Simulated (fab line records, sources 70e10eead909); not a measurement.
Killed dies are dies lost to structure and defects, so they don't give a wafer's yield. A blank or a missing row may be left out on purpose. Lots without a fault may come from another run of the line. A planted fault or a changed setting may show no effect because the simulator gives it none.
Chamber matching | flow nand_harc | NHARC_A_SGD_CUT_DEP_00 on pecvd-03: 3 sister chambers
The step deposits SiNx, target thk 50 nm. 3 wafers are shown with their chamber, then 7 later ones without.

WAFERS WITH THEIR CHAMBER
wafer  | chamber | heater_power_w (W)
L083.4 | 1       | 780
L089.2 | 0       | 851
L089.4 | 2       | 772

WAFERS WITHOUT THEIR CHAMBER
wafer  | heater_power_w (W)
L089.5 | 661
L093.1 | 889
L093.2 | 826
L093.6 | 827
L095.1 | 811
L095.2 | 817
L095.5 | 824

WHICH CHAMBER EACH WENT THROUGH
wafer  | from the rows above          | in truth
L089.5 | can't be placed: 2 or 1 or 0 | 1
L093.1 | can't be placed: 0 or 1 or 2 | 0
L093.2 | can't be placed: 0 or 1 or 2 | 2
L093.6 | can't be placed: 0 or 1 or 2 | 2
L095.1 | can't be placed: 1 or 2 or 0 | 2
L095.2 | can't be placed: 0 or 1 or 2 | 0
L095.5 | can't be placed: 0 or 1 or 2 | 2
Placed correctly: 0 of 7. Can't be placed from these rows: 7 (the true chamber is among the candidates in 7). Placed wrongly: 0.
How it was worked out, from the rows above alone: a wafer's distance from a chamber is the root of the sum, over the readings, of the square of ((its reading less the chamber's mean) divided by the reading's scatter). The wafer belongs to the nearest chamber; if the next one is less than 2 further off, it can't be placed. A chamber's mean is the mean of its shown wafers. The scatter: with one shown wafer a chamber, the root of the mean of the squares of how far each hidden wafer lies from its nearest shown one.
